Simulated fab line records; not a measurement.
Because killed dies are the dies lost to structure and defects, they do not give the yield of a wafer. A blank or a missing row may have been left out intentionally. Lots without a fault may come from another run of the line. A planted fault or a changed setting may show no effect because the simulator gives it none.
Which tool is to blame? / flow n5-finfet / 26 wafers from 9 lots sampled at 6 of the route's 1938 steps

WHAT THE GAUGES SHOWED, per wafer
N5_BEOL_M4_RC_MEAS_101. Usual: DIBL_N 36.7 mV/V, standard deviation 2.6; DIBL_P 36.9 mV/V, standard deviation 2.8; IOFF_N 0.17 nA/um, standard deviation 0.043; IOFF_P 0.22 nA/um, standard deviation 0.05; ION_N 678 uA/um, standard deviation 15; ION_P 465 uA/um, standard deviation 9.2; SS_N 71.6 mV/dec, standard deviation 0.79; SS_P 73.5 mV/dec, standard deviation 0.82; VT_N 250 mV, standard deviation 3.9; VT_P -250 mV, standard deviation 3.7.
lot=L581; measured=day 9 03:24; on=prober-02; DIBL_N (mV/V)=34.3 34.4 35.2; DIBL_P (mV/V)=34.6 35.3 35.6; IOFF_N (nA/um)=0.15 0.14 0.15; IOFF_P (nA/um)=0.21 0.21 0.21; ION_N (uA/um)=681 678 685; ION_P (uA/um)=469 467 469; SS_N (mV/dec)=71.6 70.9 71.4; SS_P (mV/dec)=72.6 72.8 73.2; VT_N (mV)=248 251 251; VT_P (mV)=-249 -253 -249; flag=
lot=L582; measured=day 8 23:42; on=prober-02; DIBL_N (mV/V)=36.1 35.9 37.1; DIBL_P (mV/V)=37.0 36.4 37.0; IOFF_N (nA/um)=0.16 0.14 0.16; IOFF_P (nA/um)=0.18 0.17 0.17; ION_N (uA/um)=697 662 690; ION_P (uA/um)=466 446 459; SS_N (mV/dec)=71.5 71.6 71.8; SS_P (mV/dec)=73.2 73.2 74.1; VT_N (mV)=248 254 251; VT_P (mV)=-254 -255 -257; flag=
lot=L595; measured=day 11 23:57; on=prober-01; DIBL_N (mV/V)=33.5 36.7 35.0; DIBL_P (mV/V)=34.3 35.7 34.5; IOFF_N (nA/um)=0.11 0.15 0.13; IOFF_P (nA/um)=0.19 0.20 0.19; ION_N (uA/um)=669 660 677; ION_P (uA/um)=469 459 473; SS_N (mV/dec)=70.5 71.6 70.8; SS_P (mV/dec)=72.3 72.9 72.5; VT_N (mV)=253 253 253; VT_P (mV)=-251 -250 -250; flag=
lot=L599; measured=day 13 12:34; on=prober-02; DIBL_N (mV/V)=33.9 32.4; DIBL_P (mV/V)=34.0 32.2; IOFF_N (nA/um)=0.12 0.11; IOFF_P (nA/um)=0.17 0.16; ION_N (uA/um)=663 675; ION_P (uA/um)=449 465; SS_N (mV/dec)=71.5 70.7; SS_P (mV/dec)=72.6 71.9; VT_N (mV)=252 252; VT_P (mV)=-251 -254; flag=
lot=L601; measured=day 14 22:46; on=prober-01; DIBL_N (mV/V)=36.3 38.8 40.2; DIBL_P (mV/V)=36.2 39.3 40.5; IOFF_N (nA/um)=0.13 0.18 0.20; IOFF_P (nA/um)=0.19 0.23 0.26; ION_N (uA/um)=660 690 685; ION_P (uA/um)=460 476 469; SS_N (mV/dec)=71.8 71.4 72.3; SS_P (mV/dec)=73.1 73.8 73.9; VT_N (mV)=254 248 248; VT_P (mV)=-255 -250 -250; flag=
lot=L602; measured=day 14 00:39; on=prober-01; DIBL_N (mV/V)=31.9 35.5 32.5; DIBL_P (mV/V)=32.4 36.8 32.3; IOFF_N (nA/um)=0.11 0.16 0.11; IOFF_P (nA/um)=0.16 0.20 0.15; ION_N (uA/um)=661 670 652; ION_P (uA/um)=461 451 453; SS_N (mV/dec)=70.0 71.8 70.7; SS_P (mV/dec)=73.0 73.0 71.9; VT_N (mV)=254 248 254; VT_P (mV)=-252 -249 -255; flag=
lot=L603; measured=day 13 21:44; on=prober-02; DIBL_N (mV/V)=36.5 39.4 36.1; DIBL_P (mV/V)=37.1 40.4 36.5; IOFF_N (nA/um)=0.14 0.18 0.13; IOFF_P (nA/um)=0.20 0.25 0.18; ION_N (uA/um)=683 673 667; ION_P (uA/um)=469 464 456; SS_N (mV/dec)=71.2 71.8 71.5; SS_P (mV/dec)=73.3 74.1 72.9; VT_N (mV)=255 252 253; VT_P (mV)=-253 -251 -253; flag=

WHAT TOOL EACH LOT RAN ON (gives the tool, then ch and the chambers of the sampled wafers, and finally the start)
lot=L581; N5_DUMMY_GATE_ETCH_44=rie-si-02 ch 1,2,3, day 3 05:56; N5_SPACER0_ALD_07=ald-sin-04 ch 2,3, day 3 06:34; N5_SD_EPI_N_ETCH_35=rie-diel-05 ch 2,3, day 3 07:35; N5_SD_EPI_N_ETCHBACK_44=rie-diel-05 ch 2,3, day 3 07:55; N5_SD_EPI_N_STRIP_38=plasma-asher-02 ch 0,1, day 3 08:18
lot=L582; N5_DUMMY_GATE_ETCH_44=rie-si-03 ch 0,1, day 3 10:31; N5_SPACER0_ALD_07=ald-sin-04 ch 2,3, day 3 10:56; N5_SD_EPI_N_ETCH_35=rie-diel-01 ch 0,2, day 3 12:22; N5_SD_EPI_N_ETCHBACK_44=rie-diel-01 ch 0,2, day 3 12:42; N5_SD_EPI_N_STRIP_38=plasma-asher-02 ch 0,1, day 3 13:04
lot=L587; N5_DUMMY_GATE_ETCH_44=rie-si-03 ch 0,1,2, day 4 20:39; N5_SPACER0_ALD_07=ald-sin-01 ch 1,3, day 4 21:59; N5_SD_EPI_N_ETCH_35=rie-diel-05 ch 1,2,3, day 4 23:08; N5_SD_EPI_N_ETCHBACK_44=rie-diel-05 ch 1,2,3, day 4 23:28; N5_SD_EPI_N_STRIP_38=plasma-asher-01 ch 0,1, day 4 23:49
lot=L588; N5_DUMMY_GATE_ETCH_44=rie-si-02 ch 1,2, day 5 04:43; N5_SPACER0_ALD_07=ald-sin-03 ch 0,2,3, day 5 05:11; N5_SD_EPI_N_ETCH_35=rie-diel-05 ch 0,2,3, day 5 06:20; N5_SD_EPI_N_ETCHBACK_44=rie-diel-05 ch 0,2,3, day 5 06:39; N5_SD_EPI_N_STRIP_38=plasma-asher-01 ch 0,1, day 5 07:01
lot=L595; N5_DUMMY_GATE_ETCH_44=rie-si-02 ch 0,1,2, day 6 17:26; N5_SPACER0_ALD_07=ald-sin-01 ch 0,3, day 6 18:19; N5_SD_EPI_N_ETCH_35=rie-diel-05 ch 1,2, day 6 19:28; N5_SD_EPI_N_ETCHBACK_44=rie-diel-05 ch 1,2, day 6 19:47; N5_SD_EPI_N_STRIP_38=plasma-asher-01 ch 0,1, day 6 20:11
lot=L599; N5_DUMMY_GATE_ETCH_44=rie-si-05 ch 1,3, day 7 20:45; N5_SPACER0_ALD_07=ald-sin-04 ch 1,2, day 7 21:17; N5_SD_EPI_N_ETCH_35=rie-diel-05 ch 0,3, day 7 22:26; N5_SD_EPI_N_ETCHBACK_44=rie-diel-05 ch 0,3, day 7 22:46; N5_SD_EPI_N_STRIP_38=plasma-asher-01 ch 1, day 7 23:10
lot=L601; N5_DUMMY_GATE_ETCH_44=rie-si-03 ch 0,1,2, day 8 13:55; N5_SPACER0_ALD_07=ald-sin-04 ch 0,2, day 8 15:01; N5_SD_EPI_N_ETCH_35=rie-diel-05 ch 0,3, day 8 16:10; N5_SD_EPI_N_ETCHBACK_44=rie-diel-05 ch 0,3, day 8 16:29; N5_SD_EPI_N_STRIP_38=plasma-asher-02 ch 0,1, day 8 17:00
lot=L602; N5_DUMMY_GATE_ETCH_44=rie-si-02 ch 0,1, day 8 17:50; N5_SPACER0_ALD_07=ald-sin-01 ch 0,2, day 8 18:38; N5_SD_EPI_N_ETCH_35=rie-diel-05 ch 0,3, day 8 19:40; N5_SD_EPI_N_ETCHBACK_44=rie-diel-05 ch 0,3, day 8 19:59; N5_SD_EPI_N_STRIP_38=plasma-asher-01 ch 0,1, day 8 20:21
lot=L603; N5_DUMMY_GATE_ETCH_44=rie-si-03 ch 0,2,3, day 8 22:05; N5_SPACER0_ALD_07=ald-sin-01 ch 0,1,3, day 8 22:45; N5_SD_EPI_N_ETCH_35=rie-diel-05 ch 0,3, day 8 23:48; N5_SD_EPI_N_ETCHBACK_44=rie-diel-05 ch 0,3, day 9 00:08; N5_SD_EPI_N_STRIP_38=plasma-asher-02 ch 0,1, day 9 00:29
- N5_DUMMY_GATE_ETCH_44: etches poly-Si in HBr/O2, stops on SiO2, target depth 127.5 nm.
- N5_SPACER0_ALD_07: deposits SiNx, target thk 2 nm.
- N5_SD_EPI_N_ETCH_35: etches SOC in N2/H2, overetch 108 nm, time 486 s.
- N5_SD_EPI_N_ETCHBACK_44: etches SiNx in CH3F/O2, stops on SiO2, target depth 14.5 nm.
- N5_SD_EPI_N_STRIP_38: strips in N2/H2.

AS READ BY THE TOOLS THEMSELVES (means over the sampled wafers that have a number; for cases with no such wafer, the mark the record gives instead)
N5_DUMMY_GATE_ETCH_44. Usual: HBr_flow_sccm 120.0 sccm, standard deviation 0.36; O2_flow_sccm 10.00 sccm, standard deviation 0.03; bias-w 20.00 W, standard deviation 0.059; drypump-motor-current-A 5.9 A, standard deviation 0.33; oes-product-au 0.736 a.u., standard deviation 0.013; throttle-valve-pct 18.37 %, standard deviation 0.18.
lot=L581; tool=rie-si-02; HBr_flow_sccm (sccm)=120.1; O2_flow_sccm (sccm)=9.98; bias-w (W)=19.97; drypump-motor-current-A (A)=6.0; oes-product-au (a.u.)=0.732; throttle-valve-pct (%)=18.54; flag=
lot=L582; tool=rie-si-03; HBr_flow_sccm (sccm)=119.7; O2_flow_sccm (sccm)=10.00; bias-w (W)=20.06; drypump-motor-current-A (A)=5.7; oes-product-au (a.u.)=0.743; throttle-valve-pct (%)=18.27; flag=
lot=L587; tool=rie-si-03; HBr_flow_sccm (sccm)=120.2; O2_flow_sccm (sccm)=9.99; bias-w (W)=20.02; drypump-motor-current-A (A)=5.8; oes-product-au (a.u.)=0.746; throttle-valve-pct (%)=18.27; flag=
lot=L588; tool=rie-si-02; HBr_flow_sccm (sccm)=119.7; O2_flow_sccm (sccm)=10.00; bias-w (W)=19.91; drypump-motor-current-A (A)=6.0; oes-product-au (a.u.)=0.741; throttle-valve-pct (%)=18.43; flag=
lot=L595; tool=rie-si-02; HBr_flow_sccm (sccm)=120.3; O2_flow_sccm (sccm)=10.03; bias-w (W)=20.00; drypump-motor-current-A (A)=5.8; oes-product-au (a.u.)=0.738; throttle-valve-pct (%)=18.55; flag=
lot=L599; tool=rie-si-05; HBr_flow_sccm (sccm)=119.8; O2_flow_sccm (sccm)=10.03; bias-w (W)=20.01; drypump-motor-current-A (A)=6.2; oes-product-au (a.u.)=0.738; throttle-valve-pct (%)=18.41; flag=
lot=L601; tool=rie-si-03; HBr_flow_sccm (sccm)=119.7; O2_flow_sccm (sccm)=10.01; bias-w (W)=19.96; drypump-motor-current-A (A)=5.8; oes-product-au (a.u.)=0.746; throttle-valve-pct (%)=18.27; flag=
lot=L602; tool=rie-si-02; HBr_flow_sccm (sccm)=120.2; O2_flow_sccm (sccm)=9.97; bias-w (W)=19.98; drypump-motor-current-A (A)=5.8; oes-product-au (a.u.)=0.722; throttle-valve-pct (%)=18.31; flag=
lot=L603; tool=rie-si-03; HBr_flow_sccm (sccm)=119.8; O2_flow_sccm (sccm)=9.99; bias-w (W)=20.04; drypump-motor-current-A (A)=5.9; oes-product-au (a.u.)=0.742; throttle-valve-pct (%)=18.30; flag=

N5_SPACER0_ALD_07. Usual: heater-power-w at 822 W, with a standard deviation of 76.
lot=L581; tool=ald-sin-04; heater-power-w (W)=733; flag=
lot=L582; tool=ald-sin-04; heater-power-w (W)=759; flag=
lot=L587; tool=ald-sin-01; heater-power-w (W)=901; flag=
lot=L588; tool=ald-sin-03; heater-power-w (W)=844; flag=
lot=L595; tool=ald-sin-01; heater-power-w (W)=820; flag=
lot=L599; tool=ald-sin-04; heater-power-w (W)=804; flag=
lot=L601; tool=ald-sin-04; heater-power-w (W)=714; flag=
lot=L602; tool=ald-sin-01; heater-power-w (W)=784; flag=
lot=L603; tool=ald-sin-01; heater-power-w (W)=874; flag=

N5_SD_EPI_N_ETCH_35. Usual: bias-w 133.0 W, standard deviation 0.41; chamber-pressure-mTorr 20.000 mTorr, standard deviation 0.018; drypump-motor-current-A 5.4 A, standard deviation 0.36; n2-flow-sccm 200.0 sccm, standard deviation 0.6; oes-product-au 0.71 a.u., standard deviation 0.07; rf-vpp-V 241.0 V, standard deviation 1.3; showerhead-plenum-p-Torr 2.56 Torr, standard deviation 0.078; throttle-valve-pct 23.6 %, standard deviation 0.32.
lot=L581; tool=rie-diel-05; bias-w (W)=132.9; chamber-pressure-mTorr (mTorr)=19.996; drypump-motor-current-A (A)=5.2; n2-flow-sccm (sccm)=200.2; oes-product-au (a.u.)=0.79; rf-vpp-V (V)=240.6; showerhead-plenum-p-Torr (Torr)=2.55; throttle-valve-pct (%)=23.5; flag=
lot=L582; tool=rie-diel-01; bias-w (W)=133.1; chamber-pressure-mTorr (mTorr)=19.990; drypump-motor-current-A (A)=5.3; n2-flow-sccm (sccm)=200.1; oes-product-au (a.u.)=0.75; rf-vpp-V (V)=241.7; showerhead-plenum-p-Torr (Torr)=2.60; throttle-valve-pct (%)=23.5; flag=
lot=L587; tool=rie-diel-05; bias-w (W)=-; chamber-pressure-mTorr (mTorr)=-; drypump-motor-current-A (A)=-; n2-flow-sccm (sccm)=-; oes-product-au (a.u.)=-; rf-vpp-V (V)=-; showerhead-plenum-p-Torr (Torr)=-; throttle-valve-pct (%)=-; flag=OFF
lot=L588; tool=rie-diel-05; bias-w (W)=-; chamber-pressure-mTorr (mTorr)=-; drypump-motor-current-A (A)=-; n2-flow-sccm (sccm)=-; oes-product-au (a.u.)=-; rf-vpp-V (V)=-; showerhead-plenum-p-Torr (Torr)=-; throttle-valve-pct (%)=-; flag=OFF
lot=L595; tool=rie-diel-05; bias-w (W)=133.0; chamber-pressure-mTorr (mTorr)=20.012; drypump-motor-current-A (A)=5.2; n2-flow-sccm (sccm)=200.2; oes-product-au (a.u.)=0.73; rf-vpp-V (V)=242.5; showerhead-plenum-p-Torr (Torr)=2.66; throttle-valve-pct (%)=23.3; flag=
lot=L599; tool=rie-diel-05; bias-w (W)=133.1; chamber-pressure-mTorr (mTorr)=19.993; drypump-motor-current-A (A)=5.3; n2-flow-sccm (sccm)=200.2; oes-product-au (a.u.)=0.70; rf-vpp-V (V)=240.4; showerhead-plenum-p-Torr (Torr)=2.51; throttle-valve-pct (%)=23.8; flag=
lot=L601; tool=rie-diel-05; bias-w (W)=133.2; chamber-pressure-mTorr (mTorr)=19.988; drypump-motor-current-A (A)=5.3; n2-flow-sccm (sccm)=200.0; oes-product-au (a.u.)=0.72; rf-vpp-V (V)=241.3; showerhead-plenum-p-Torr (Torr)=2.50; throttle-valve-pct (%)=23.7; flag=
lot=L602; tool=rie-diel-05; bias-w (W)=132.7; chamber-pressure-mTorr (mTorr)=19.989; drypump-motor-current-A (A)=5.3; n2-flow-sccm (sccm)=199.8; oes-product-au (a.u.)=0.72; rf-vpp-V (V)=239.8; showerhead-plenum-p-Torr (Torr)=2.50; throttle-valve-pct (%)=23.7; flag=
lot=L603; tool=rie-diel-05; bias-w (W)=132.9; chamber-pressure-mTorr (mTorr)=20.005; drypump-motor-current-A (A)=5.3; n2-flow-sccm (sccm)=199.8; oes-product-au (a.u.)=0.72; rf-vpp-V (V)=239.4; showerhead-plenum-p-Torr (Torr)=2.50; throttle-valve-pct (%)=23.7; flag=

N5_SD_EPI_N_ETCHBACK_44. Usual: bias-w 73.00 W, standard deviation 0.22; drypump-motor-current-A 5.4 A, standard deviation 0.36; oes-product-au 0.68 a.u., standard deviation 0.067; rf-vpp-V 303 V, standard deviation 11; showerhead-plenum-p-Torr 2.02 Torr, standard deviation 0.066; throttle-valve-pct 16.26 %, standard deviation 0.17.
lot=L581; tool=rie-diel-05; bias-w (W)=72.87; drypump-motor-current-A (A)=5.2; oes-product-au (a.u.)=0.75; rf-vpp-V (V)=315; showerhead-plenum-p-Torr (Torr)=2.01; throttle-valve-pct (%)=16.18; flag=
lot=L582; tool=rie-diel-01; bias-w (W)=73.21; drypump-motor-current-A (A)=5.3; oes-product-au (a.u.)=0.71; rf-vpp-V (V)=292; showerhead-plenum-p-Torr (Torr)=2.05; throttle-valve-pct (%)=16.11; flag=
lot=L587; tool=rie-diel-05; bias-w (W)=73.11; drypump-motor-current-A (A)=5.2; oes-product-au (a.u.)=0.31; rf-vpp-V (V)=313; showerhead-plenum-p-Torr (Torr)=2.06; throttle-valve-pct (%)=16.11; flag=OFF
lot=L588; tool=rie-diel-05; bias-w (W)=72.84; drypump-motor-current-A (A)=5.2; oes-product-au (a.u.)=0.30; rf-vpp-V (V)=307; showerhead-plenum-p-Torr (Torr)=2.01; throttle-valve-pct (%)=16.27; flag=OFF
lot=L595; tool=rie-diel-05; bias-w (W)=73.07; drypump-motor-current-A (A)=5.2; oes-product-au (a.u.)=0.70; rf-vpp-V (V)=312; showerhead-plenum-p-Torr (Torr)=2.10; throttle-valve-pct (%)=16.16; flag=
lot=L599; tool=rie-diel-05; bias-w (W)=73.09; drypump-motor-current-A (A)=5.3; oes-product-au (a.u.)=0.67; rf-vpp-V (V)=305; showerhead-plenum-p-Torr (Torr)=1.96; throttle-valve-pct (%)=16.33; flag=
lot=L601; tool=rie-diel-05; bias-w (W)=73.06; drypump-motor-current-A (A)=5.3; oes-product-au (a.u.)=0.68; rf-vpp-V (V)=310; showerhead-plenum-p-Torr (Torr)=1.96; throttle-valve-pct (%)=16.28; flag=
lot=L602; tool=rie-diel-05; bias-w (W)=72.92; drypump-motor-current-A (A)=5.3; oes-product-au (a.u.)=0.68; rf-vpp-V (V)=310; showerhead-plenum-p-Torr (Torr)=1.96; throttle-valve-pct (%)=16.29; flag=
lot=L603; tool=rie-diel-05; bias-w (W)=72.98; drypump-motor-current-A (A)=5.3; oes-product-au (a.u.)=0.68; rf-vpp-V (V)=311; showerhead-plenum-p-Torr (Torr)=1.96; throttle-valve-pct (%)=16.29; flag=

N5_SD_EPI_N_STRIP_38. Usual: drypump-motor-current-A 5.8 A, standard deviation 0.44; heater-power-w 338 W, standard deviation 37; n2-flow-sccm 1751 sccm, standard deviation 5.2; oes-product-au 0.762 a.u., standard deviation 0.011.
lot=L581; tool=plasma-asher-02; drypump-motor-current-A (A)=6.1; heater-power-w (W)=320; n2-flow-sccm (sccm)=1750; oes-product-au (a.u.)=0.768; flag=
lot=L582; tool=plasma-asher-02; drypump-motor-current-A (A)=6.1; heater-power-w (W)=311; n2-flow-sccm (sccm)=1748; oes-product-au (a.u.)=0.757; flag=
lot=L587; tool=plasma-asher-01; drypump-motor-current-A (A)=5.4; heater-power-w (W)=335; n2-flow-sccm (sccm)=1748; oes-product-au (a.u.)=0.773; flag=
lot=L588; tool=plasma-asher-01; drypump-motor-current-A (A)=5.4; heater-power-w (W)=331; n2-flow-sccm (sccm)=1751; oes-product-au (a.u.)=0.765; flag=
lot=L595; tool=plasma-asher-01; drypump-motor-current-A (A)=5.6; heater-power-w (W)=362; n2-flow-sccm (sccm)=1750; oes-product-au (a.u.)=0.772; flag=
lot=L599; tool=plasma-asher-01; drypump-motor-current-A (A)=5.7; heater-power-w (W)=390; n2-flow-sccm (sccm)=1764; oes-product-au (a.u.)=0.761; flag=
lot=L601; tool=plasma-asher-02; drypump-motor-current-A (A)=6.1; heater-power-w (W)=320; n2-flow-sccm (sccm)=1749; oes-product-au (a.u.)=0.762; flag=
lot=L602; tool=plasma-asher-01; drypump-motor-current-A (A)=5.6; heater-power-w (W)=360; n2-flow-sccm (sccm)=1752; oes-product-au (a.u.)=0.774; flag=
lot=L603; tool=plasma-asher-02; drypump-motor-current-A (A)=6.3; heater-power-w (W)=325; n2-flow-sccm (sccm)=1745; oes-product-au (a.u.)=0.756; flag=

THE ANSWER, worked out from the rows above alone
Rule: lot off if the mean of its wafers having a number is beyond 3 standard deviations from the usual mean. Also off: a lot with no number at a reading for which 4 or more lots have one. All remaining lots with rows at the step are treated as sound. After the gauges, taken in route order, come the tools' own readings; for these a lot's mean is taken, as printed above. At the first step where some lot is off, the reading lying furthest off is the one used; lots without a number count as furthest.
Off: L587, L588 (N5_SD_EPI_N_ETCH_35, bias-w). Without a number there: L587, L588.
If a tool, at that step or one of the process steps before it, ran each lot that is off and ran no sound lot following the first of them, it fits. Of those tried, none fits.

WHAT THE SIMULATOR HAD PUT IN
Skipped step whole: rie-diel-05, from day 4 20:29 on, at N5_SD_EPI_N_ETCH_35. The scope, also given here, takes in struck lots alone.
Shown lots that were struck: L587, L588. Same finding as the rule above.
